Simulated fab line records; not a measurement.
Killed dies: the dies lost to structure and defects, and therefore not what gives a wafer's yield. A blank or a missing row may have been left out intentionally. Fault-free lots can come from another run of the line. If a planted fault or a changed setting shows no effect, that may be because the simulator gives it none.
A single fault, viewed from 2 desks | flow n5Finfet | every desk sees just its own numbers, and what lay behind them comes last

== FOR THE TOOL OWNER'S DESK: rieDiel-05 ==
The tool's own readings at N5_BEOL_M3_ETCH_69 (etches SiARC in CF4, target depth 15.6 nm, time 26 s): means of the sampled wafers that have a number, for each lot that ran on this tool. A lot is out of limits, marked OUT, if its mean lies more than 4 standard deviations from the usual mean; the brackets give that distance. 7 of its 8 readings are shown: the first one out of limits and those lying furthest out on some lot.
Columns: A = cf4FlowSccm at N5_BEOL_M3_ETCH_69, usual 99.99 sccm; B = drypumpMotorCurrentA at N5_BEOL_M3_ETCH_69, usual 5.7 A; C = etchRfOnTimeS at N5_BEOL_M3_ETCH_69, usual 26.0 s; D = oesProductAu at N5_BEOL_M3_ETCH_69, usual 0.68 a.u.; E = rfFwdPowerW at N5_BEOL_M3_ETCH_69, usual 532.0 W; F = rfVppV at N5_BEOL_M3_ETCH_69, usual 184.0 V; G = throttleValvePct at N5_BEOL_M3_ETCH_69, usual 15.54 %
lot  | first seen here | A      | B   | C               | D    | E     | F     | G
L277 | day 8 01:53     | 99.84  | 5.9 | 26.4            | 0.64 | 531.9 | 183.7 | 15.59
L280 | day 9 02:41     | 99.62  | 5.8 | 26.0            | 0.73 | 533.5 | 184.8 | 15.43
L281 | day 9 10:56     | 100.24 | 5.1 | 26.2            | 0.69 | 531.4 | 184.2 | 15.60
L285 | day 10 18:06    | 99.86  | 4.8 | 28.4 (+4.2) OUT | 0.69 | 533.2 | 184.9 | 15.50
L286 | day 11 08:53    | 99.67  | 5.4 | 27.8            | 0.70 | 531.2 | 184.0 | 15.47
L287 | day 11 09:38    | 99.91  | 5.8 | 30.3 (+7.5) OUT | 0.57 | 534.6 | 184.8 | 15.72
Finding of this desk: L285, L287 out of limits; the first was L285 at day 10 18:06, on etchRfOnTimeS at N5_BEOL_M3_ETCH_69. Within limits: L277, L280, L281, L286.

== FROM THE METROLOGY DESK ==
Means of the sampled wafers that have a number, per lot and without regard to the tool the lot ran on: this is what the gauges read. A lot is out of limits, marked OUT, if its mean lies more than 4 standard deviations from the usual mean; the brackets give that distance. Of its 10 readings 7 are shown: those that lie furthest out on some lot.
Columns: A = DIBL_N at N5_BEOL_M4_RC_MEAS_101, usual 36.7 mV/V; B = IOFF_N at N5_BEOL_M4_RC_MEAS_101, usual 0.17 nA/um; C = IOFF_P at N5_BEOL_M4_RC_MEAS_101, usual 0.22 nA/um; D = ION_N at N5_BEOL_M4_RC_MEAS_101, usual 673 uA/um; E = ION_P at N5_BEOL_M4_RC_MEAS_101, usual 462 uA/um; F = SS_P at N5_BEOL_M4_RC_MEAS_101, usual 73.4 mV/dec; G = VT_N at N5_BEOL_M4_RC_MEAS_101, usual 250 mV
lot  | first seen here | A    | B    | C    | D   | E   | F    | G
L277 | day 9 22:57     | 34.6 | 0.12 | 0.16 | 648 | 445 | 72.8 | 257
L280 | day 10 08:27    | 35.6 | 0.15 | 0.21 | 672 | 466 | 73.1 | 250
L281 | day 10 17:46    | 38.9 | 0.20 | 0.23 | 678 | 458 | 73.4 | 246
L285 | day 11 22:43    | 37.2 | 0.18 | 0.27 | 674 | 466 | 74.4 | 247
L286 | day 12 07:16    | 34.8 | 0.13 | 0.20 | 669 | 463 | 73.8 | 252
L287 | day 12 16:13    | 36.3 | 0.16 | 0.21 | 673 | 459 | 74.3 | 249
L294 | day 13 14:30    | 38.2 | 0.17 | 0.26 | 680 | 468 | 73.5 | 249
L295 | day 14 18:44    | 37.0 | 0.17 | 0.23 | 677 | 465 | 73.2 | 249
L296 | day 15 19:44    | 36.4 | 0.15 | 0.19 | 674 | 458 | 73.3 | 250
This desk's finding: nothing out of limits on any of the 9 lots.

== BROUGHT TOGETHER ==
The tool owner's desk had the chance to raise an alarm at day 10 18:06 on L285, L287.
At the metrology desk, nothing out of limits was observed.
The metrology desk holds a record of L285, L287, inside its limits.
Of the lots named, all ran N5_BEOL_M3_ETCH_69 on rieDiel-05.

== WHAT WAS PUT IN BY THE SIMULATOR ==
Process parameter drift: rieDiel-05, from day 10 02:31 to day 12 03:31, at N5_BEOL_M3_ETCH_69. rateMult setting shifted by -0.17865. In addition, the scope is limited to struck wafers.
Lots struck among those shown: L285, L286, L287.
Time in hours from fault onset to the first out-of-limits reading at each desk: the tool owner's desk, 16.
